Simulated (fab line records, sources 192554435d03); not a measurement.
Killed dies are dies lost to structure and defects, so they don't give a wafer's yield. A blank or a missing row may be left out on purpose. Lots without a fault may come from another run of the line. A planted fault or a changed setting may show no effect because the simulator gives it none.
A struck lot beside a sound one | flow n5_finfet | 19 steps out of a route of 1938
Sound: wafers L171.2, L171.3, L171.6. Struck: wafer L180.1. (L180.3 of the same lot was not struck and is left out.) The cause comes at the end.
At each step with rows: each side's tool, then ch and its chambers, then its first start. Under that, the readings that differ: sound wafers | struck wafers | difference of the means | sigmas: that difference in standard deviations of wafers without a fault.
alike: readings whose means differ by less than 2 such deviations, and words and numbers that are the same on both sides. not compared: withheld readings, readings that some wafer has no value for, bounds like >300 that may hide the same value, and numbers for which the record gives no deviation and whose values overlap.
The two part at a step that has a row with sigmas, a row that says differs or no value, or rows on one side only. Numbers that don't overlap but have no deviation are shown without sigmas and don't part them. A reading that every wafer of one side lacks parts them only if that side has two wafers or more.

first, 9 steps without rows for these wafers: N5_BEOL_M4_COAT_67 (time 60 s, resist thk 60 nm); N5_BEOL_M4_COAT_68 (time 60 s, resist thk 12 nm); N5_BEOL_M4_COAT_76 (time 60 s, resist thk 5 nm); N5_BEOL_M4_COAT_22 (resist thk 30 nm); N5_BEOL_M4_EBR_24; N5_BEOL_M4_SOFTBAKE_23 (time 60 s); N5_BEOL_M4_EXPOSE_25 (exposes mask V3, defocus 5 nm); N5_BEOL_M4_PEB_26 (peb time 60 s); N5_BEOL_M4_DEVELOP_27 (develop time 30 s).
N5_BEOL_M4_CD_MEAS_28: target cd 26.2 nm, target cd y 24.1 nm.
  sound on cd_sem-01 ch 0, day 7 19:31; struck on cd_sem-02 ch 0, day 9 21:23
  alike: cd_nm
N5_BEOL_M4_OVL_MEAS_29:
  sound on overlay-02 ch 0, day 7 19:33; struck on overlay-02 ch 0, day 9 21:25
  alike: V3_OVL
N5_BEOL_M4_INSPECT_30: inspects for defects (brightfield).
  sound on defect_inspect-02, day 7 19:36; struck on defect_inspect-02, day 9 21:29
  alike: raw_defect_count
N5_BEOL_M4_DESCUM_33: chemistry O2, time 7 s.
  sound on rie_diel-05 ch 2,3, day 7 19:38; struck on rie_diel-05 ch 2, day 9 21:33
  alike: drypump_motor_current_A, oes_product_au, rf_vpp_V, showerhead_plenum_p_Torr, throttle_valve_pct
  not compared: rf_hours_counter_h
N5_BEOL_M4_ETCH_77: etches underlayer in N2/H2, target depth 6.5 nm, time 5.2 s.
  sound on rie_diel-05 ch 2,3, day 7 19:40; struck on rie_diel-05 ch 2, day 9 21:35
  reading                                      | sound          | struck | difference | sigmas
  model.CAR-EUV_of_BEOL_M4_COAT_22.thk_nm (nm) | 20.4 20.4 20.6 | 20.8   | +0.3       |
  alike: drypump_motor_current_A, etch_rf_on_time_s, oes_product_au, rf_vpp_V, showerhead_plenum_p_Torr, throttle_valve_pct
  not compared: rf_hours_counter_h
N5_BEOL_M4_ETCH_69: etches SiARC in CF4, target depth 15.6 nm, time 26 s.
  sound on rie_diel-05 ch 2,3, day 7 19:41; struck on rie_diel-05 ch 2, day 9 21:36
  alike: drypump_motor_current_A, etch_rf_on_time_s, oes_product_au, rf_vpp_V, showerhead_plenum_p_Torr, throttle_valve_pct
  not compared: rf_hours_counter_h
N5_BEOL_M4_ALD_98: deposits SiO2, target thk 2.5 nm, pulse time 1 s, co reactant pulse time 1 s.
  sound on ald_sin-03 ch 1,3, day 7 19:51; struck on ald_sin-01 ch 3, day 9 21:44
  alike: chamber_pressure_Torr, heater_power_w, precursor_pulse_height_rel
  not compared: since_wet_clean_h
N5_BEOL_M4_ETCHBACK_99: etches SiO2 in CHF3, target depth 5 nm, time 10.4 s.
  sound on rie_diel-06 ch 0,3, day 7 21:02; struck on rie_diel-06 ch 0, day 9 22:31
  reading                                      | sound          | struck | difference | sigmas
  model.CAR-EUV_of_BEOL_M4_COAT_22.thk_nm (nm) | 10.6 10.6 10.6 | 10.8   | +0.2       |
  alike: drypump_motor_current_A, oes_product_au, rf_vpp_V, showerhead_plenum_p_Torr, throttle_valve_pct
  not compared: rf_hours_counter_h
N5_BEOL_M4_ETCH_70: etches SOC in N2/H2, target depth 80 nm, overetch 24 nm, time 130 s.
  sound on rie_diel-06 ch 0,3, day 7 21:05; struck on rie_diel-06 ch 0, day 9 22:33
  reading                         | sound          | struck | difference | sigmas
  showerhead_plenum_p_Torr (Torr) | 2.66 2.42 2.66 | 2.41   | -0.17      | -2
  alike: drypump_motor_current_A, oes_product_au, rf_vpp_V, throttle_valve_pct
  not compared: rf_hours_counter_h
N5_BEOL_M4_RC_MEAS_101:
  sound on prober-01 ch 0, day 8 01:29; struck on prober-01 ch 0, day 10 03:49
  alike: DIBL_N, DIBL_P, IOFF_N, IOFF_P, ION_N, ION_P, SS_N, SS_P, VT_N, VT_P

WHERE THEY PART
Only at N5_BEOL_M4_ETCH_70, within this record. Later steps at which nothing parts them and some readings are alike: N5_BEOL_M4_RC_MEAS_101.

WHY: what the simulator had put in
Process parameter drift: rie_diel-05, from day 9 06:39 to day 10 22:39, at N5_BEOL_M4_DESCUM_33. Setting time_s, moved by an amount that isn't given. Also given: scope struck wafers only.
